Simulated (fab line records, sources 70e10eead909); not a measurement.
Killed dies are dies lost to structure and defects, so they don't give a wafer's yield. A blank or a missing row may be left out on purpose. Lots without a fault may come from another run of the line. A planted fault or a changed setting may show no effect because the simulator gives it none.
A struck lot beside a sound one | flow nand_harc | 40 steps out of a route of 1159
Sound: wafers L654.1, L654.3, L654.6. Struck: wafer L672.1. (L672.3, L672.5 of the same lot were not struck and are left out.) The cause comes at the end.
At each step with rows: each side's tool, then ch and its chambers, then its first start. Under that, the readings that differ: sound wafers | struck wafers | difference of the means | sigmas: that difference in standard deviations of wafers without a fault.
alike: readings whose means differ by less than 2 such deviations, and words and numbers that are the same on both sides. not compared: withheld readings, readings that some wafer has no value for, bounds like >300 that may hide the same value, and numbers for which the record gives no deviation and whose values overlap.
The two part at a step that has a row with sigmas, a row that says differs or no value, or rows on one side only. Numbers that don't overlap but have no deviation are shown without sigmas and don't part them. A reading that every wafer of one side lacks parts them only if that side has two wafers or more.

first, 1 step without rows for these wafers: NHARC_A_CONTACT_ETCH_30 (etches the open film in CF4/CHF3, target depth 60.5 nm, time 30.2 s).
NHARC_A_CONTACT_ETCH_31: etches the open film in O2/COS, target depth 2000 nm, time 520 s.
  sound on rie_diel-06 ch 0,1,3; struck on rie_diel-03 ch 1
  alike: chamber_pressure_mTorr, cos_flow_sccm, drypump_motor_current_A, oes_product_au, rf_vpp_V, showerhead_plenum_p_Torr, throttle_valve_pct
  not compared: rf_hours_counter_h
NHARC_A_CONTACT_ETCH_134: etches the open film in C4F8/O2/Ar, time 140 s, target depth 700 nm.
  sound on har_cap_etch-03 ch 1, day 17 05:44; struck on har_cap_etch-02 ch 0, day 22 05:27
  reading                | sound             | struck | difference | sigmas
  oes_air_line_au (a.u.) | 0.977 0.965 0.986 | 1.027  | +0.051     | +3
  alike: chamber_pressure_mTorr
  not compared: rf_hours_counter_h
then, 3 steps without rows for these wafers: NHARC_A_CONTACT_ETCH_135 (etches the open film in C4F8/O2/Ar, time 132 s, target depth 1287 nm); NHARC_A_CONTACT_ETCH_136 (etches the open film in C4F8/O2/Ar, time 132 s, target depth 1287 nm); NHARC_A_CONTACT_ETCH_137 (etches the open film in C4F8/O2/Ar, time 132 s, target depth 1287 nm).
NHARC_A_CONTACT_ETCH_138: etches the open film in C4F8/O2/Ar, time 132 s, target depth 1289 nm.
  sound on har_cap_etch-03 ch 1, day 17 06:18; struck on har_cap_etch-02 ch 0, day 22 06:00
  alike: chamber_pressure_mTorr, oes_air_line_au
  not compared: rf_hours_counter_h
then, 2 steps without rows for these wafers: NHARC_A_CONTACT_ETCH_139 (etches the open film in C4F8/O2/Ar, time 137 s, target depth 590 nm); NHARC_A_CONTACT_ETCH_92 (etches the open film in CH3F/O2, target depth 40 nm, time 85.7 s).
NHARC_A_CONTACT_ETCH_98: etches the open film in C4F6/O2, target depth 20 nm, time 10 s.
  sound on rie_diel-08 ch 0,1,2; struck on rie_diel-08 ch 3
  alike: chamber_pressure_mTorr, drypump_motor_current_A, oes_product_au, rf_vpp_V, showerhead_plenum_p_Torr, throttle_valve_pct
  not compared: rf_hours_counter_h
NHARC_A_CONTACT_CD_MEAS_15:
  sound on cd_sem-01, day 17 07:17; struck on cd_sem-03, day 22 06:45
  alike: cd_nm
then, 1 step without rows for these wafers: NHARC_A_CONTACT_STRIP_107 (strips in N2/H2).
NHARC_A_CONTACT_STRIP_108: strips in CF4/CHF3.
  sound on rie_diel-03 ch 0,2,3, day 17 07:29; struck on rie_diel-03 ch 0,2,3, day 22 06:55
then, 2 steps without rows for these wafers: NHARC_A_CONTACT_STRIP_109 (strips in O2/COS); NHARC_A_CONTACT_ETCH_110 (etches the open film in CF4/O2, target depth 50 nm, overetch 5 nm, time 27.5 s).
NHARC_A_CONTACT_STRIP_26: strips in O2.
  sound on rie_diel-03 ch 2,3; struck on rie_diel-03 ch 1
  alike: chamber_pressure_mTorr, drypump_motor_current_A, oes_product_au, rf_vpp_V, showerhead_plenum_p_Torr, throttle_valve_pct
  not compared: rf_hours_counter_h
then, 15 steps without rows for these wafers: NHARC_A_CONTACT_STRIP_27 (strips in post etch residue remover, time 600 s); NHARC_A_CONTACT_ALD_18 (deposits TiN, target thk 3 nm, pulse time 1 s, ald cycles 150); NHARC_A_CONTACT_CVD_19 (deposits W, target thk 300 nm, time 802 s); NHARC_A_CONTACT_CMP_20 (polishes, t overpolish 30 s, target thk 300 nm); NHARC_A_CONTACT_SRD_22; NHARC_A_BLC_DEHYDRATE_00 (time 120 s); NHARC_A_BLC_HMDS_01 (time 30 s); NHARC_A_BLC_COAT_02 (time 75 s); NHARC_A_BLC_COAT_03 (time 65 s); NHARC_A_BLC_COAT_04 (resist thk 90 nm); NHARC_A_BLC_SOFTBAKE_05 (time 55 s); NHARC_A_BLC_EBR_06; NHARC_A_BLC_EXPOSE_07 (exposes mask A BLC, target cd 100 nm); NHARC_A_BLC_PEB_08 (peb time 65 s); NHARC_A_BLC_DEVELOP_09 (develop time 35 s).
NHARC_A_BLC_CD_MEAS_10: target cd 100 nm.
  sound on cd_sem-01 ch 0, day 17 10:47; struck on cd_sem-02 ch 0, day 22 09:34
  alike: cd_nm
NHARC_A_BLC_OVL_MEAS_11:
  sound on overlay-01, day 17 10:52; struck on overlay-01, day 22 09:40
  reading           | sound       | struck | difference | sigmas
  overlay_y_nm (nm) | 1.9 2.6 1.9 | -0.8   | -2.9       | -3
  alike: overlay_x_nm
then, 4 steps without rows for these wafers: NHARC_A_BLC_DESCUM_15 (chemistry O2, time 3 s); NHARC_A_BLC_ETCH_16 (etches the open film in CF4, target depth 39 nm, time 65 s); NHARC_A_BLC_ETCH_17 (etches the open film in N2/H2, target depth 390 nm, time 609.38 s); NHARC_A_BLC_ETCH_18 (etches the open film in C4F8/O2/Ar, target depth 910 nm).
NHARC_A_BLC_CD_MEAS_19:
  sound on cd_sem-03, day 17 12:25; struck on cd_sem-02, day 22 10:44
  alike: cd_nm
then, 1 step without rows for these wafers: NHARC_A_BLC_STRIP_29 (strips in CF4).
NHARC_END_SORT_01:
  the record has rows for the struck wafers here (prober-01 ch 0, day 24 06:22) and none for the sound ones

WHERE THEY PART
First at NHARC_A_CONTACT_ETCH_134; last, within this record, at NHARC_END_SORT_01.

WHY: what the simulator had put in
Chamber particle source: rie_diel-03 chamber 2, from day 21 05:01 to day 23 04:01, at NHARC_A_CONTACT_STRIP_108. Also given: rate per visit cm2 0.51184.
